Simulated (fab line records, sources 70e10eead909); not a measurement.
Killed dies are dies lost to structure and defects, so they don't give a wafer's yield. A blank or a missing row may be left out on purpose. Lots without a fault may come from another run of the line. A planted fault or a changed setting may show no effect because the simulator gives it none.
A struck lot beside a sound one | flow nand_harc | 17 steps out of a route of 1159
Sound: wafers L265.1, L265.4, L265.6. Struck: wafers L287.3, L287.4. (L287.6 of the same lot was not struck and is left out.) The cause comes at the end.
At each step with rows: each side's tool, then ch and its chambers, then its first start. Under that, the readings that differ: sound wafers | struck wafers | difference of the means | sigmas: that difference in standard deviations of wafers without a fault.
alike: readings whose means differ by less than 2 such deviations, and words and numbers that are the same on both sides. not compared: withheld readings, readings that some wafer has no value for, bounds like >300 that may hide the same value, and numbers for which the record gives no deviation and whose values overlap.
The two part at a step that has a row with sigmas, a row that says differs or no value, or rows on one side only. Numbers that don't overlap but have no deviation are shown without sigmas and don't part them. A reading that every wafer of one side lacks parts them only if that side has two wafers or more.

NHARC_A_M0_OVL_MEAS_10: pitch 160 nm.
  sound on overlay-02, day 17 17:54; struck on overlay-02, day 23 00:23
  reading           | sound       | struck    | difference | sigmas
  overlay_x_nm (nm) | 1.8 1.3 1.3 | -0.2 -0.6 | -1.9       | -2
  alike: overlay_y_nm
NHARC_A_M0_INSPECT_11:
  sound on defect_inspect-02, day 17 17:56; struck on defect_inspect-01, day 23 00:25
  reading          | sound | struck | difference | sigmas
  raw_defect_count | 7 8 6 | 40 54  | +40        | +3
NHARC_A_M0_DESCUM_14: chemistry O2, time 3 s.
  sound on rie_diel-02 ch 0,1, day 17 18:00; struck on rie_diel-08 ch 0,1, day 23 00:29
  alike: drypump_motor_current_A, oes_product_au, rf_vpp_V, showerhead_plenum_p_Torr, throttle_valve_pct
  not compared: rf_hours_counter_h
then, 2 steps without rows for these wafers: NHARC_A_M0_ETCH_34 (etches the open film in N2/H2, target depth 40 nm, overetch 12 nm, time 43.94 s); NHARC_A_M0_ETCH_15 (etches the open film in C4F8/Ar, target depth 150 nm, overetch 15 nm, time 82.5 s).
NHARC_A_M0_CD_MEAS_16:
  sound on cd_sem-03, day 17 18:18; struck on cd_sem-01, day 23 00:47
  alike: cd_nm
then, 2 steps without rows for these wafers: NHARC_A_M0_STRIP_18 (strips in N2/H2); NHARC_A_M0_STRIP_19 (strips in post etch residue remover, time 600 s).
NHARC_A_M0_DEGAS_28: time 60 s.
  sound on pvd_sputter-03, day 17 18:59; struck on pvd_sputter-02, day 23 01:25
  alike: heater_power_w
NHARC_A_M0_PRE_CLEAN_29: time 30 s.
  sound on pvd_sputter-03; struck on pvd_sputter-02
  alike: heater_power_w
NHARC_A_M0_PVD_20: deposits TaN, target thk 5 nm, time 8.06 s.
  sound on pvd_sputter-03; struck on pvd_sputter-02
  alike: throttle_valve_pct
then, 1 step without rows for these wafers: NHARC_A_M0_PVD_21 (deposits Cu, target thk 30 nm, time 20.49 s).
NHARC_A_M0_ECD_22: material Cu, target thk 400 nm.
  sound on ecd_cu-02 ch 0,1, day 17 19:24; struck on ecd_cu-02 ch 0,1, day 23 01:53
NHARC_A_M0_ANNEAL_30: time 90 s.
  sound on rtp_anneal-02 ch 0, day 17 19:45; struck on rtp_anneal-02 ch 0, day 23 02:16
  alike: anneal_temp_c, wafer_temp_C_max
NHARC_A_M0_CMP_23: polishes, t overpolish 20 s, target thk 113.75 nm.
  sound on cmp-04 ch 0,2, day 17 20:07; struck on cmp-01 ch 0,3, day 23 02:30
  reading                | sound          | struck    | difference | sigmas
  time_to_endpoint_s (s) | 24.1 29.2 29.2 | 18.4 21.6 | -7.5       | -4
  alike: edge_zone_pressure_frac, motor_current_A
NHARC_A_M0_THK_MEAS_24: measures by xrf.
  sound on film_metro-02, day 17 20:26; struck on film_metro-01, day 23 02:49
  alike: thk_nm
then, 1 step without rows for these wafers: NHARC_END_SORT_01.

WHERE THEY PART
First at NHARC_A_M0_OVL_MEAS_10; last, within this record, at NHARC_A_M0_CMP_23. Later steps at which nothing parts them and some readings are alike: NHARC_A_M0_THK_MEAS_24.

WHY: what the simulator had put in
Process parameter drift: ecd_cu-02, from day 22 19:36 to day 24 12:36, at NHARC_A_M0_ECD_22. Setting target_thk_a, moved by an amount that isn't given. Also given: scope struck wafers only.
